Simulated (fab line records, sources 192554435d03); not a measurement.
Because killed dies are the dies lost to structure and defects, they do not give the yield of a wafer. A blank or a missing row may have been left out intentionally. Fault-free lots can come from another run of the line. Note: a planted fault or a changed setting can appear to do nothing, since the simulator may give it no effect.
Split-lot trial || flow n5-finfet || 7 lots, 39 wafers read, on a route of 1938 steps

ABOUT THE SPLIT
At N5_BEOL_M1_TRENCH_ETCH_37 (etches SiOC in C4F6/O2, target depth 55.207 nm, time 29 s), the setting time-s was moved away from the recipe's 29 s on 15 of the 39 wafers read, by -26.8% to +31.9%. The other wafers ran this setting at the recipe's value.

FROM THE SPLIT TO THE READING: what the file shows between them, 2 steps
- N5_BEOL_M1_ETCH_41: etches SiCN in CH3F/O2, target depth 31.9 nm, time 57.8 s
- N5_BEOL_M1_STRIP_97: strips in N2/H2, time 10 s

THE READING
trench-depth-nm, in nm, at N5_BEOL_M1_OCD_MEAS_38. Fault-free wafers of this fab line usually give 55.0 nm, standard deviation 0.9 nm.

{"wafer": "L075.1", "tool, chamber at the split": "rie-diel-03, 0", "time-s as run, s": 29, "against the recipe": "recipe", "trench-depth-nm, nm": 54.4, "against lot-mates on the recipe": "-"}
{"wafer": "L075.2", "tool, chamber at the split": "rie-diel-03, 1", "time-s as run, s": 29, "against the recipe": "recipe", "trench-depth-nm, nm": 54.3, "against lot-mates on the recipe": "-"}
{"wafer": "L075.3", "tool, chamber at the split": "rie-diel-03, 2", "time-s as run, s": 29, "against the recipe": "recipe", "trench-depth-nm, nm": 54.6, "against lot-mates on the recipe": "-"}
{"wafer": "L075.4", "tool, chamber at the split": "rie-diel-03, 3", "time-s as run, s": 29, "against the recipe": "recipe", "trench-depth-nm, nm": 54.2, "against lot-mates on the recipe": "-"}
{"wafer": "L075.5", "tool, chamber at the split": "rie-diel-03, 0", "time-s as run, s": 29, "against the recipe": "recipe", "trench-depth-nm, nm": 54.5, "against lot-mates on the recipe": "-"}
{"wafer": "L075.6", "tool, chamber at the split": "rie-diel-03, 3", "time-s as run, s": 29, "against the recipe": "recipe", "trench-depth-nm, nm": 54.4, "against lot-mates on the recipe": "-"}
{"wafer": "L080.2", "tool, chamber at the split": "rie-diel-03, 3", "time-s as run, s": 29, "against the recipe": "recipe", "trench-depth-nm, nm": 54.2, "against lot-mates on the recipe": "-"}
{"wafer": "L080.5", "tool, chamber at the split": "rie-diel-03, 0", "time-s as run, s": 29, "against the recipe": "recipe", "trench-depth-nm, nm": 54.6, "against lot-mates on the recipe": "-"}
{"wafer": "L080.6", "tool, chamber at the split": "rie-diel-03, 3", "time-s as run, s": 29, "against the recipe": "recipe", "trench-depth-nm, nm": 54.1, "against lot-mates on the recipe": "-"}
{"wafer": "L084.1", "tool, chamber at the split": "rie-diel-04, 1", "time-s as run, s": 38.26, "against the recipe": "+31.9%", "trench-depth-nm, nm": 74.3, "against lot-mates on the recipe": "+19.4"}
{"wafer": "L084.2", "tool, chamber at the split": "rie-diel-04, 0", "time-s as run, s": 29, "against the recipe": "recipe", "trench-depth-nm, nm": 54.3, "against lot-mates on the recipe": "-"}
{"wafer": "L084.3", "tool, chamber at the split": "rie-diel-04, 3", "time-s as run, s": 38.26, "against the recipe": "+31.9%", "trench-depth-nm, nm": 72.2, "against lot-mates on the recipe": "+17.3"}
{"wafer": "L084.4", "tool, chamber at the split": "rie-diel-04, 2", "time-s as run, s": 38.26, "against the recipe": "+31.9%", "trench-depth-nm, nm": 72.3, "against lot-mates on the recipe": "+17.4"}
{"wafer": "L084.5", "tool, chamber at the split": "rie-diel-04, 0", "time-s as run, s": 29, "against the recipe": "recipe", "trench-depth-nm, nm": 54.8, "against lot-mates on the recipe": "-"}
{"wafer": "L084.6", "tool, chamber at the split": "rie-diel-04, 1", "time-s as run, s": 29, "against the recipe": "recipe", "trench-depth-nm, nm": 55.7, "against lot-mates on the recipe": "-"}
{"wafer": "L089.1", "tool, chamber at the split": "rie-diel-03, 3", "time-s as run, s": 29, "against the recipe": "recipe", "trench-depth-nm, nm": 54.1, "against lot-mates on the recipe": "-"}
{"wafer": "L089.2", "tool, chamber at the split": "rie-diel-03, 2", "time-s as run, s": 24.65, "against the recipe": "-15.0%", "trench-depth-nm, nm": 48.6, "against lot-mates on the recipe": -6.3}
{"wafer": "L089.3", "tool, chamber at the split": "rie-diel-03, 0", "time-s as run, s": 24.65, "against the recipe": "-15.0%", "trench-depth-nm, nm": 46.5, "against lot-mates on the recipe": -8.4}
{"wafer": "L089.4", "tool, chamber at the split": "rie-diel-03, 0", "time-s as run, s": 29, "against the recipe": "recipe", "trench-depth-nm, nm": 54.7, "against lot-mates on the recipe": "-"}
{"wafer": "L089.5", "tool, chamber at the split": "rie-diel-03, 2", "time-s as run, s": 29, "against the recipe": "recipe", "trench-depth-nm, nm": 56.0, "against lot-mates on the recipe": "-"}
{"wafer": "L089.6", "tool, chamber at the split": "rie-diel-03, 3", "time-s as run, s": 24.65, "against the recipe": "-15.0%", "trench-depth-nm, nm": 46.2, "against lot-mates on the recipe": -8.7}
{"wafer": "L090.1", "tool, chamber at the split": "rie-diel-03, 2", "time-s as run, s": 29, "against the recipe": "recipe", "trench-depth-nm, nm": 56.8, "against lot-mates on the recipe": "-"}
{"wafer": "L090.2", "tool, chamber at the split": "rie-diel-03, 1", "time-s as run, s": 29, "against the recipe": "recipe", "trench-depth-nm, nm": 57.3, "against lot-mates on the recipe": "-"}
{"wafer": "L090.3", "tool, chamber at the split": "rie-diel-03, 3", "time-s as run, s": 35.94, "against the recipe": "+23.9%", "trench-depth-nm, nm": 67.7, "against lot-mates on the recipe": "+11.5"}
{"wafer": "L090.4", "tool, chamber at the split": "rie-diel-03, 2", "time-s as run, s": 35.94, "against the recipe": "+23.9%", "trench-depth-nm, nm": 70.5, "against lot-mates on the recipe": "+14.3"}
{"wafer": "L090.5", "tool, chamber at the split": "rie-diel-03, 3", "time-s as run, s": 29, "against the recipe": "recipe", "trench-depth-nm, nm": 54.4, "against lot-mates on the recipe": "-"}
{"wafer": "L090.6", "tool, chamber at the split": "rie-diel-03, 1", "time-s as run, s": 35.94, "against the recipe": "+23.9%", "trench-depth-nm, nm": 69.8, "against lot-mates on the recipe": "+13.6"}
{"wafer": "L092.1", "tool, chamber at the split": "rie-diel-03, 3", "time-s as run, s": 29, "against the recipe": "recipe", "trench-depth-nm, nm": 54.3, "against lot-mates on the recipe": "-"}
{"wafer": "L092.2", "tool, chamber at the split": "rie-diel-03, 2", "time-s as run, s": 29, "against the recipe": "recipe", "trench-depth-nm, nm": 56.4, "against lot-mates on the recipe": "-"}
{"wafer": "L092.3", "tool, chamber at the split": "rie-diel-03, 1", "time-s as run, s": 34.13, "against the recipe": "+17.7%", "trench-depth-nm, nm": 67.0, "against lot-mates on the recipe": "+11.5"}
{"wafer": "L092.4", "tool, chamber at the split": "rie-diel-03, 2", "time-s as run, s": 29, "against the recipe": "recipe", "trench-depth-nm, nm": 55.8, "against lot-mates on the recipe": "-"}
{"wafer": "L092.5", "tool, chamber at the split": "rie-diel-03, 1", "time-s as run, s": 34.13, "against the recipe": "+17.7%", "trench-depth-nm, nm": 67.5, "against lot-mates on the recipe": "+12.0"}
{"wafer": "L092.6", "tool, chamber at the split": "rie-diel-03, 3", "time-s as run, s": 34.13, "against the recipe": "+17.7%", "trench-depth-nm, nm": 63.8, "against lot-mates on the recipe": "+8.3"}
{"wafer": "L096.1", "tool, chamber at the split": "rie-diel-03, 1", "time-s as run, s": 21.24, "against the recipe": "-26.8%", "trench-depth-nm, nm": 40.8, "against lot-mates on the recipe": -14.3}
{"wafer": "L096.2", "tool, chamber at the split": "rie-diel-03, 2", "time-s as run, s": 21.24, "against the recipe": "-26.8%", "trench-depth-nm, nm": 40.7, "against lot-mates on the recipe": -14.4}
{"wafer": "L096.3", "tool, chamber at the split": "rie-diel-03, 3", "time-s as run, s": 29, "against the recipe": "recipe", "trench-depth-nm, nm": 53.1, "against lot-mates on the recipe": "-"}
{"wafer": "L096.4", "tool, chamber at the split": "rie-diel-03, 3", "time-s as run, s": 21.24, "against the recipe": "-26.8%", "trench-depth-nm, nm": 40.1, "against lot-mates on the recipe": -15.0}
{"wafer": "L096.5", "tool, chamber at the split": "rie-diel-03, 2", "time-s as run, s": 29, "against the recipe": "recipe", "trench-depth-nm, nm": 55.3, "against lot-mates on the recipe": "-"}
{"wafer": "L096.6", "tool, chamber at the split": "rie-diel-03, 1", "time-s as run, s": 29, "against the recipe": "recipe", "trench-depth-nm, nm": 56.8, "against lot-mates on the recipe": "-"}

THE FIT
A straight line over all 39 wafers: trench-depth-nm changes by +0.566 nm for each +1% of time-s; r = +0.99; the points scatter about the line by 1.2 nm.
The same after taking each lot's own level away (the mean of its wafers on the recipe; 39 wafers): +0.555 nm for each +1%; r = +0.99; scatter 1 nm.
Per that fit: largest time-s move, reading shift of 18 nm.
Across the lots, their own levels run from 54.30 to 56.17 nm, a range of 2.1 times the standard deviation given above.
The two slopes agree, so the slope changes little with the lot-to-lot level.
Check: for one of the wafers moved furthest among these (+31.9%), held out of the fit, the line's prediction against its lot-mates is +17.6 nm. It came out at +19.4 nm against them.

THESE WAFERS: OTHER SPLITS
These wafers also went through other splits before the reading. Each is held against what the fit with the lots' levels taken away leaves over:
{"other split on the same wafers": "N5_BEOL_M0_SAQP_PECVD_04 time-s", "wafers away from the commonest value": 12, "r with trench-depth-nm (lot level and that fit taken away)": -0.04}

THE WHOLE CHAIN: every reading that the file lists as answering this split, in the file's order
{"step": "N5_BEOL_M1_TRENCH_ETCH_37", "what it does": "etches SiOC in C4F6/O2, target depth 55.207 nm, time 29 s", "reading": "BEOL_M1.feature-depth-nm (the simulator's own value, which no gauge read)", "change (the file's fit)": "+0.56 nm for each +1% of the setting", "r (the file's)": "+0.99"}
{"step": "N5_BEOL_M1_TRENCH_ETCH_37", "what it does": "etches SiOC in C4F6/O2, target depth 55.207 nm, time 29 s", "reading": "etch.depth-nm (the simulator's own value, which no gauge read)", "change (the file's fit)": "+0.562 nm for each +1% of the setting", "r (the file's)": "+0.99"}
{"step": "N5_BEOL_M1_TRENCH_ETCH_37", "what it does": "etches SiOC in C4F6/O2, target depth 55.207 nm, time 29 s", "reading": "TiN_of_BEOL_M1_HM_DEP_02.thk-nm (the simulator's own value, which no gauge read)", "change (the file's fit)": "-0.024 nm for each +1% of the setting", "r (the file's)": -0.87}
{"step": "N5_BEOL_M1_OCD_MEAS_38", "what it does": "", "reading": "trench-depth-nm", "change (the file's fit)": "+0.557 nm for each +1% of the setting", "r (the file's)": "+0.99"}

THE FILE'S OWN FIT
trench-depth-nm changes by +0.557 nm for each +1% of time-s, r = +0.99.
